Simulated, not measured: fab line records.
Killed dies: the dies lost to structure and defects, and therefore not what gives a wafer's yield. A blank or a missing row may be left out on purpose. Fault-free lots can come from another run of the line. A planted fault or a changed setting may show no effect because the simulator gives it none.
Matching of chambers ; flow n5 finfet ; N5_FIN_SAQP_ETCH_64 on rie si-04: 4 sister chambers
The step etches SiO2 in CF4, target depth 1.5 nm. 8 wafers are shown with their chamber, then 9 later ones without.

== WAFERS WITH THEIR CHAMBER ==
wafer;chamber;throttle valve pct (%);drypump motor current A (A)
L084.6;3;21.96;5.2
L085.5;3;21.94;5.2
L090.2;0;21.65;6.6
L090.5;1;21.92;5.9
L090.6;2;21.29;5.0
L091.1;1;21.92;5.9
L091.2;2;21.27;5.1
L091.6;0;21.63;6.6

== WAFERS WITH NO CHAMBER GIVEN ==
wafer;throttle valve pct (%);drypump motor current A (A)
L092.1;21.94;5.2
L092.3;21.91;6.0
L092.4;21.66;6.6
L093.2;21.94;5.2
L093.4;21.28;5.1
L093.5;21.63;6.6
L096.2;21.28;5.0
L096.4;21.64;6.6
L096.5;21.28;5.1

== EACH ONE'S CHAMBER ==
wafer;from the rows above;in truth
L092.1;3;3
L092.3;1;1
L092.4;0;0
L093.2;3;3
L093.4;2;2
L093.5;0;0
L096.2;2;2
L096.4;0;0
L096.5;2;2
9 of 9 placed correctly. Not placeable from these rows: 0. 0 placed wrongly.
How it was worked out, from the rows above alone: a wafer's distance from a chamber is the root of the sum, over the readings, of the square of ((its reading less the chamber's mean) divided by the reading's scatter). The wafer belongs to the nearest chamber; if the next one is less than 2 further off, it can't be placed. For every chamber, the mean is computed from those of its wafers that are shown. The scatter: the root of (the sum of the squares of (reading less its chamber's mean) over the shown wafers, divided by (wafers less chambers)).
